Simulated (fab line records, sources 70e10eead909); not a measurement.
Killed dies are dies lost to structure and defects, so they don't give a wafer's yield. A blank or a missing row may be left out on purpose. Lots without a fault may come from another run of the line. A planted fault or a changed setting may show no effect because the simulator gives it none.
Chamber matching | flow nand_harc | NHARC_P_CONTACT_ALD_22 on ald_metal-03: 4 sister chambers
The step deposits TiN, target thk 3 nm, pulse time 1 s, ald cycles 150. 4 wafers are shown with their chamber, then 9 later ones without.

WAFERS WITH THEIR CHAMBER
wafer  | chamber | heater_power_w (W)
L079.6 | 1       | 1196
L087.1 | 2       | 1073
L087.4 | 0       | 967
L087.5 | 3       | 950

WAFERS WITHOUT THEIR CHAMBER
wafer  | heater_power_w (W)
L089.1 | 996
L089.4 | 1103
L089.5 | 1160
L091.4 | 947
L091.5 | 1159
L091.6 | 1084
L095.1 | 952
L095.2 | 1170
L095.3 | 1064

WHICH CHAMBER EACH WENT THROUGH
wafer  | from the rows above          | in truth
L089.1 | can't be placed: 0 or 3 or 2 | 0
L089.4 | 2                            | 2
L089.5 | 1                            | 1
L091.4 | can't be placed: 3 or 0      | 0
L091.5 | 1                            | 1
L091.6 | 2                            | 2
L095.1 | can't be placed: 3 or 0      | 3
L095.2 | 1                            | 1
L095.3 | 2                            | 2
Placed correctly: 6 of 9. Can't be placed from these rows: 3 (the true chamber is among the candidates in 3). Placed wrongly: 0.
How it was worked out, from the rows above alone: a wafer's distance from a chamber is the root of the sum, over the readings, of the square of ((its reading less the chamber's mean) divided by the reading's scatter). The wafer belongs to the nearest chamber; if the next one is less than 2 further off, it can't be placed. A chamber's mean is the mean of its shown wafers. The scatter: with one shown wafer a chamber, the root of the mean of the squares of how far each hidden wafer lies from its nearest shown one.
